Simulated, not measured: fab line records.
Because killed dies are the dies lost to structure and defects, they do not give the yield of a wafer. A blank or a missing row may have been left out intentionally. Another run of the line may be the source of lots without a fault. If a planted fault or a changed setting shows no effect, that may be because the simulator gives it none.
A lot that was struck, set against a sound lot | flow n5 finfet | 15 steps out of a route of 1938
Sound: wafers L833.2, L833.5, L833.6. Struck: wafer L837.3 (left out: L837.2, L837.4 of the same lot, which were not struck); the cause appears at the end.
Each step with rows lists, per side, the tool, then ch with its chambers, then its first start. Under that, the readings that differ: sound wafers | struck wafers | difference of the means | sigmas: that difference in standard deviations of wafers without a fault.
alike: readings whose means differ by less than 2 such deviations, and words and numbers that are the same on both sides. not compared: withheld readings, readings that some wafer has no value for, bounds like >300 that may hide the same value, and numbers for which the record gives no deviation and whose values overlap.
The two part at a step that has a row with sigmas, a row that says differs or no value, or rows on one side only. Numbers that have no deviation but don't overlap get no sigmas and don't part them. A reading that every wafer of one side lacks parts them only if that side has two wafers or more.

N5_HKMG_FIN_ETCHBACK_68: etches the open film in Cl2/Ar, stops on HfO2, target depth 0.5 nm.
  sound on rie metal-01 ch 0,1, day 6 10:20; struck on rie metal-03 ch 1, day 7 12:36
  alike: drypump motor current A, oes product au, throttle valve pct
  not compared: rf hours counter h
then, 1 step without rows for these wafers: N5_HKMG_FIN_STRIP_69 (strips in N2/H2, time 360 s).
N5_HKMG_FIN_ALD_21: deposits TiN, target thk 1.5 nm, pulse time 1 s, purge time 3 s.
  sound on ald metal-02 ch 1,2, day 6 10:51; struck on ald metal-01 ch 3, day 7 13:07
  alike: chamber pressure Torr, heater power w, precursor pulse height rel
then, 5 steps without rows for these wafers: N5_HKMG_FIN_ALD_72 (deposits W, target thk 2 nm, pulse time 1 s, purge time 2 s); N5_HKMG_FIN_W_FILL_22 (material W, target thk 60 nm, time 18.2 s); N5_HKMG_FIN_PRECLEAN_83 (cleans in DIW, time 57.5 s); N5_HKMG_FIN_SRD_84 (dry time 32 s); N5_HKMG_FIN_CMP_23 (polishes, stops on SiNx, t overpolish 10 s, target thk 46.326 nm).
N5_HKMG_FIN_CMP_94: polishes, stops on SiNx, t overpolish 4.7 s, target thk 43.299 nm.
  sound on cmp-02 ch 0,2,3, day 6 11:57; struck on cmp-01 ch 0, day 7 14:10
  alike: motor current A
N5_HKMG_FIN_INSPECT_28: inspects for defects (darkfield).
  sound: defect inspect-02 at day 6 12:07; struck: defect inspect-02 at day 7 14:22
  reading          | sound    | struck | difference | sigmas
  raw defect count | 54 72 71 | 26     | -40        | -2
N5_GATE_CUT_ETCHBACK_00: etches W in SF6/Cl2.
  sound on rie metal-03 ch 0,1, day 6 12:10; struck on rie metal-03 ch 1, day 7 14:24
  alike: drypump motor current A, oes product au, throttle valve pct
  not compared: rf hours counter h
N5_GATE_CUT_ETCH_56: etches TiN in Cl2/Ar, target depth 21.6 nm.
  sound on rie metal-03 ch 0,1, day 6 12:17; struck on rie metal-03 ch 1, day 7 14:31
  reading                  | sound             | struck | difference | sigmas
  rf fwd power W (W)       | 598.1 599.4 595.3 | 449.7  | -147.9     | -78
  model.etch.depth nm (nm) | 22.04 22.09 21.47 | 17.04  | -4.83      |
  alike: drypump motor current A, oes product au, throttle valve pct
  not compared: rf hours counter h
N5_GATE_CUT_ETCHBACK_30: etches TiN in Cl2/Ar, target depth 3 nm.
  sound on rie metal-03 ch 0,1, day 6 12:22; struck on rie metal-03 ch 1, day 7 14:37
  alike: drypump motor current A, oes product au, throttle valve pct
  not compared: rf hours counter h
-- the record jumps here: 5 days lie between the struck wafers' starts before and after (it left off in module GATE_CUT and takes up again in module BEOL_M4, whose first step shown is number 1111 of the route) --
N5_BEOL_M4_RC_MEAS_101:
  sound on prober-01 ch 0, day 11 16:45; struck on prober-01 ch 0, day 12 08:35
  reading        | sound          | struck | difference | sigmas
  DIBL_N (mV/V)  | 36.7 34.8 36.0 | 39.2   | +3.4       | +2
  IOFF_P (nA/um) | 0.21 0.16 0.19 | 0.26   | +0.07      | +2
  SS_P (mV/dec)  | 73.3 72.5 72.8 | 74.1   | +1.2       | +2
  VT_P (mV)      | -252 -255 -256 | -246   | +8         | +2
  alike: DIBL_P, IOFF_N, ION_N, ION_P, SS_N, VT_N
-- a jump in the record: the struck wafers' starts before and after are 4 days apart (it breaks off in module BEOL_M4 and resumes in module PASSIVATION, where the first step shown is number 1936 of the route) --
N5_PASSIVATION_PROBE_49:
  record: rows for the struck wafers here (prober-02, day 16 10:11), none for the sound ones

## WHERE THEY PART
At N5_HKMG_FIN_INSPECT_28 first; at N5_PASSIVATION_PROBE_49 last (within this record only).

WHY: the cause the simulator had injected
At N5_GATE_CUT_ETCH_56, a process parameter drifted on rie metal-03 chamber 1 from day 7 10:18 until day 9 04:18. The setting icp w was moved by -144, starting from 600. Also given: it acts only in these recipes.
